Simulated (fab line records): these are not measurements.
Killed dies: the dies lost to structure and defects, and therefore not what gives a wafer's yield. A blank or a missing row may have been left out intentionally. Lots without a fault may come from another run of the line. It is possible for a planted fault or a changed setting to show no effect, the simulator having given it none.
Which tool is to blame? :: flow n5-finfet :: Sampling: 11 lots, 32 wafers, 2 of 1938 route steps

## WHAT EACH GAUGE READ, for each wafer
N5_BEOL_M4_RC_MEAS_101. Usual: DIBL_N 35.7 mV/V, standard deviation 1.5; DIBL_P 35.7 mV/V, standard deviation 2; IOFF_N 0.155 nA/um, standard deviation 0.026; IOFF_P 0.20 nA/um, standard deviation 0.031; ION_N 675 uA/um, standard deviation 11; ION_P 462 uA/um, standard deviation 7.1; SS_N 71.3 mV/dec, standard deviation 0.57; SS_P 73.1 mV/dec, standard deviation 0.56; VT_N 250 mV, standard deviation 3; VT_P -251 mV, standard deviation 3.
lot: L172
measured: day 8 07:52
on: prober-02
DIBL_N (mV/V): 36.7 37.2 35.3
DIBL_P (mV/V): 36.3 36.8 34.4
IOFF_N (nA/um): 0.153 0.171 0.142
IOFF_P (nA/um): 0.21 0.23 0.18
ION_N (uA/um): 667 673 666
ION_P (uA/um): 459 459 461
SS_N (mV/dec): 71.6 71.7 71.2
SS_P (mV/dec): 72.7 73.6 72.6
VT_N (mV): 251 250 252
VT_P (mV): -252 -249 -251
flag: 

lot: L175
measured: day 9 03:11
on: prober-01
DIBL_N (mV/V): 33.4 34.5 38.2
DIBL_P (mV/V): 31.3 33.0 37.4
IOFF_N (nA/um): 0.106 0.128 0.184
IOFF_P (nA/um): 0.17 0.19 0.25
ION_N (uA/um): 662 681 683
ION_P (uA/um): 458 469 470
SS_N (mV/dec): 70.5 71.2 72.4
SS_P (mV/dec): 72.4 73.6 74.7
VT_N (mV): 255 252 248
VT_P (mV): -253 -251 -248
flag: 

lot: L177
measured: day 9 06:25
on: prober-01
DIBL_N (mV/V): 32.8 30.9 34.8
DIBL_P (mV/V): 32.8 30.8 34.6
IOFF_N (nA/um): 0.124 0.101 0.152
IOFF_P (nA/um): 0.17 0.14 0.19
ION_N (uA/um): 669 638 676
ION_P (uA/um): 460 444 460
SS_N (mV/dec): 71.5 69.9 71.7
SS_P (mV/dec): 72.4 71.8 72.7
VT_N (mV): 251 256 247
VT_P (mV): -251 -255 -252
flag: 

lot: L178
measured: day 10 00:43
on: prober-01
DIBL_N (mV/V): 36.2 37.4 35.3
DIBL_P (mV/V): 37.5 38.2 36.8
IOFF_N (nA/um): 0.178 0.200 0.169
IOFF_P (nA/um): 0.24 0.24 0.22
ION_N (uA/um): 685 684 686
ION_P (uA/um): 470 469 475
SS_N (mV/dec): 71.6 71.5 70.8
SS_P (mV/dec): 72.9 73.6 72.9
VT_N (mV): 246 245 247
VT_P (mV): -247 -246 -250
flag: 

lot: L179
measured: day 10 01:29
on: prober-01
DIBL_N (mV/V): 34.3 31.8 32.5
DIBL_P (mV/V): 34.2 31.0 31.7
IOFF_N (nA/um): 0.123 0.089 0.099
IOFF_P (nA/um): 0.16 0.13 0.13
ION_N (uA/um): 676 667 658
ION_P (uA/um): 456 460 453
SS_N (mV/dec): 71.0 70.7 70.8
SS_P (mV/dec): 73.0 72.3 71.9
VT_N (mV): 253 259 257
VT_P (mV): -253 -258 -258
flag: 

lot: L181
measured: day 10 08:38
on: prober-01
DIBL_N (mV/V): 34.8 36.7 36.9
DIBL_P (mV/V): 33.6 35.2 35.2
IOFF_N (nA/um): 0.122 0.161 0.152
IOFF_P (nA/um): 0.17 0.18 0.19
ION_N (uA/um): 652 677 675
ION_P (uA/um): 450 459 450
SS_N (mV/dec): 71.1 71.2 71.0
SS_P (mV/dec): 73.1 73.7 72.9
VT_N (mV): 255 248 253
VT_P (mV): -256 -256 -256
flag: 

lot: L188
measured: day 12 13:44
on: prober-01
DIBL_N (mV/V): 36.7 37.4 37.1
DIBL_P (mV/V): 36.3 37.0 36.7
IOFF_N (nA/um): 0.157 0.171 0.169
IOFF_P (nA/um): 0.21 0.23 0.23
ION_N (uA/um): 682 683 677
ION_P (uA/um): 472 469 467
SS_N (mV/dec): 72.4 72.5 71.9
SS_P (mV/dec): 72.9 73.6 73.5
VT_N (mV): 248 248 246
VT_P (mV): -248 -247 -247
flag: 

lot: L190
measured: day 13 05:15
on: prober-02
DIBL_N (mV/V): 33.4 34.1 34.6
DIBL_P (mV/V): 34.3 34.8 35.3
IOFF_N (nA/um): 0.121 0.133 0.136
IOFF_P (nA/um): 0.14 0.15 0.15
ION_N (uA/um): 668 677 677
ION_P (uA/um): 450 455 456
SS_N (mV/dec): 71.4 71.6 71.7
SS_P (mV/dec): 72.9 72.9 72.8
VT_N (mV): 253 250 250
VT_P (mV): -256 -257 -258
flag: 

lot: L192
measured: day 13 17:22
on: prober-01
DIBL_N (mV/V): 34.4 33.9 36.7
DIBL_P (mV/V): 34.9 34.4 37.3
IOFF_N (nA/um): 0.137 0.128 0.166
IOFF_P (nA/um): 0.18 0.18 0.21
ION_N (uA/um): 666 659 675
ION_P (uA/um): 456 456 459
SS_N (mV/dec): 71.0 71.1 71.2
SS_P (mV/dec): 72.7 72.4 73.2
VT_N (mV): 251 252 250
VT_P (mV): -253 -255 -253
flag: 

lot: L193
measured: day 14 00:05
on: prober-02
DIBL_N (mV/V): 31.0 36.2 37.6
DIBL_P (mV/V): 29.9 35.2 38.5
IOFF_N (nA/um): 0.093 0.162 0.201
IOFF_P (nA/um): 0.14 0.20 0.26
ION_N (uA/um): 657 678 679
ION_P (uA/um): 459 460 464
SS_N (mV/dec): 69.6 71.8 71.5
SS_P (mV/dec): 71.6 73.4 73.3
VT_N (mV): 255 248 249
VT_P (mV): -254 -250 -248
flag: 

lot: L194
measured: day 14 00:10
on: prober-01
DIBL_N (mV/V): 36.4 37.0
DIBL_P (mV/V): 38.0 39.4
IOFF_N (nA/um): 0.163 0.172
IOFF_P (nA/um): 0.20 0.22
ION_N (uA/um): 666 676
ION_P (uA/um): 459 464
SS_N (mV/dec): 71.1 71.1
SS_P (mV/dec): 73.1 73.1
VT_N (mV): 246 249
VT_P (mV): -252 -251
flag: 

N5_BEOL_M10_CD_MEAS_35 targets a cd of 70 nm. Usual: cd-nm at 69.8 nm, with a standard deviation of 0.73.
lot: L172
measured: day 10 16:19
on: cd-sem-02
cd-nm (nm): 71.5 71.0 70.5
flag: 

lot: L175
measured: day 11 14:47
on: cd-sem-02
cd-nm (nm): 70.1 70.7 70.2
flag: 

lot: L177
measured: day 11 14:35
on: cd-sem-01
cd-nm (nm): 70.4 70.2 69.2
flag: 

lot: L178
measured: day 12 07:58
on: cd-sem-02
cd-nm (nm): 69.5 70.2 69.8
flag: 

lot: L179
measured: day 12 08:49
on: cd-sem-02
cd-nm (nm): 70.2 70.3 69.9
flag: 

lot: L181
measured: day 12 08:29
on: cd-sem-03
cd-nm (nm): 70.3 68.9 70.3
flag: 

lot: L188
measured: day 14 20:35
on: cd-sem-02
cd-nm (nm): 70.0 69.3 70.0
flag: 

lot: L190
measured: day 15 13:47
on: cd-sem-03
cd-nm (nm): 69.6 68.5 69.0
flag: 

lot: L192
measured: day 16 02:38
on: cd-sem-01
cd-nm (nm): 69.8 69.3 69.5
flag: 

lot: L193
measured: day 16 09:00
on: cd-sem-01
cd-nm (nm): 69.7 69.2 68.4
flag: 

lot: L194
measured: day 16 11:48
on: cd-sem-01
cd-nm (nm): 71.2 70.7
flag: 

## WHICH TOOL RAN EACH LOT (tool, then ch and the chambers of the sampled wafers, then the start)
Before these readings, the record contains no process step.

## AS READ BY THE TOOLS THEMSELVES (means over the sampled wafers that have a number; for cases with no such wafer, the mark the record gives instead)
The record holds no such reading with a usual standard deviation.

## THE ANSWER, worked out from the rows above alone
Rule: a lot counts as off when the mean over its wafers that have a number is more than 3 standard deviations away from the usual mean. A lot without any number at a reading at which 4 lots or more have one is off too. All remaining lots with rows at the step are treated as sound. Order of review: gauges by route order, followed by the tools' own readings, for which a lot's mean as printed above is used. At the first step where some lot is off, the reading lying furthest off is the one used; lots without a number count as furthest.
Across all readings shown, no lot is off: no conclusion can be drawn from this.

## WHAT THE SIMULATOR HAD PUT IN
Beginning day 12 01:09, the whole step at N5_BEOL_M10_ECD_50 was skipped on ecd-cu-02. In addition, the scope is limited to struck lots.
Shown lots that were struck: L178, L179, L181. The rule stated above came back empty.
